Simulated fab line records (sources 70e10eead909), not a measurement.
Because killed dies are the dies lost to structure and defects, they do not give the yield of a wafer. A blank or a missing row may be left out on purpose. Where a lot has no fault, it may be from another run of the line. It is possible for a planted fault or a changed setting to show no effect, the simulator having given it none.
Chamber matching :: flow nand-harc :: ald-hk-01 running NHARC_A_CHANNEL_FILL_D1_ALD_25: 4 sister chambers
The step deposits SiOx, target thk 60 nm, pulse time 10 s, ald cycles 600. 8 wafers are shown with their chamber, then 9 later ones without.

## WAFERS WITH THEIR CHAMBER
wafer: L084.2
chamber: 2
heater-power-w (W): 551
precursor-pulse-height-rel: 0.987

wafer: L084.1
chamber: 3
heater-power-w (W): 440
precursor-pulse-height-rel: 0.985

wafer: L087.1
chamber: 1
heater-power-w (W): 488
precursor-pulse-height-rel: 0.970

wafer: L087.3
chamber: 2
heater-power-w (W): 560
precursor-pulse-height-rel: 0.980

wafer: L087.5
chamber: 1
heater-power-w (W): 485
precursor-pulse-height-rel: 1.005

wafer: L090.4
chamber: 0
heater-power-w (W): 503
precursor-pulse-height-rel: 1.016

wafer: L090.1
chamber: 3
heater-power-w (W): 432
precursor-pulse-height-rel: 0.986

wafer: L090.6
chamber: 0
heater-power-w (W): 496
precursor-pulse-height-rel: 0.988

## WAFERS MISSING THEIR CHAMBER
wafer: L093.1
heater-power-w (W): 484
precursor-pulse-height-rel: 1.011

wafer: L093.4
heater-power-w (W): 424
precursor-pulse-height-rel: 1.036

wafer: L093.5
heater-power-w (W): 484
precursor-pulse-height-rel: 0.963

wafer: L092.1
heater-power-w (W): 496
precursor-pulse-height-rel: 1.042

wafer: L092.3
heater-power-w (W): 430
precursor-pulse-height-rel: 0.986

wafer: L092.4
heater-power-w (W): 473
precursor-pulse-height-rel: 0.977

wafer: L094.4
heater-power-w (W): 500
precursor-pulse-height-rel: 1.005

wafer: L094.2
heater-power-w (W): 426
precursor-pulse-height-rel: 0.998

wafer: L094.6
heater-power-w (W): 477
precursor-pulse-height-rel: 0.994

## EACH ONE'S CHAMBER
wafer: L093.1
from the rows above: can't be placed: 1 or 0
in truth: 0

wafer: L093.4
from the rows above: 3
in truth: 3

wafer: L093.5
from the rows above: 1
in truth: 1

wafer: L092.1
from the rows above: can't be placed: 0 or 1
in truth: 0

wafer: L092.3
from the rows above: 3
in truth: 3

wafer: L092.4
from the rows above: 1
in truth: 1

wafer: L094.4
from the rows above: 0
in truth: 0

wafer: L094.2
from the rows above: 3
in truth: 3

wafer: L094.6
from the rows above: 1
in truth: 1
7 of 9 placed correctly. Not placeable from these rows: 2 (in 2, the candidates include the true chamber). Wrongly placed: 0.
How it was worked out, from the rows above alone: a wafer's distance from a chamber is the root of the sum, over the readings, of the square of ((its reading less the chamber's mean) divided by the reading's scatter). The wafer belongs to the nearest chamber; if the next one is less than 2 further off, it can't be placed. A chamber's mean is the mean of its shown wafers. How the scatter is found: for the shown wafers, subtract from each reading the mean of its chamber, square and add these, divide the total by (wafers less chambers), then take the root.
